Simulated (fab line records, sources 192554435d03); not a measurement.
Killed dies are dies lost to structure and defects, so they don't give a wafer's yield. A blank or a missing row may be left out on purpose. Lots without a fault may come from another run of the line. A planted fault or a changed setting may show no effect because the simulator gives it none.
Chamber matching | flow n5_finfet | N5_BEOL_M10_PECVD_70 on pecvd-03: 3 sister chambers
The step deposits SiO2 from TEOS/O2, target thk 20 nm, time 22.7 s. 3 wafers are shown with their chamber, then 9 later ones without.

WAFERS WITH THEIR CHAMBER
wafer  | chamber | showerhead_plenum_p_Torr (Torr)
L082.6 | 1       | 8.76
L084.4 | 2       | 8.85
L084.6 | 0       | 8.75

WAFERS WITHOUT THEIR CHAMBER
wafer  | showerhead_plenum_p_Torr (Torr)
L088.1 | 8.87
L088.3 | 8.77
L088.5 | 8.75
L089.2 | 8.76
L089.3 | 8.74
L089.6 | 8.74
L097.1 | 8.76
L097.4 | 8.77
L097.5 | 8.83

WHICH CHAMBER EACH WENT THROUGH
wafer  | from the rows above     | in truth
L088.1 | 2                       | 2
L088.3 | can't be placed: 1 or 0 | 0
L088.5 | can't be placed: 0 or 1 | 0
L089.2 | can't be placed: 1 or 0 | 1
L089.3 | can't be placed: 0 or 1 | 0
L089.6 | can't be placed: 0 or 1 | 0
L097.1 | can't be placed: 1 or 0 | 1
L097.4 | can't be placed: 1 or 0 | 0
L097.5 | 2                       | 2
Placed correctly: 2 of 9. Can't be placed from these rows: 7 (the true chamber is among the candidates in 7). Placed wrongly: 0.
How it was worked out, from the rows above alone: a wafer's distance from a chamber is the root of the sum, over the readings, of the square of ((its reading less the chamber's mean) divided by the reading's scatter). The wafer belongs to the nearest chamber; if the next one is less than 2 further off, it can't be placed. A chamber's mean is the mean of its shown wafers. The scatter: with one shown wafer a chamber, the root of the mean of the squares of how far each hidden wafer lies from its nearest shown one.
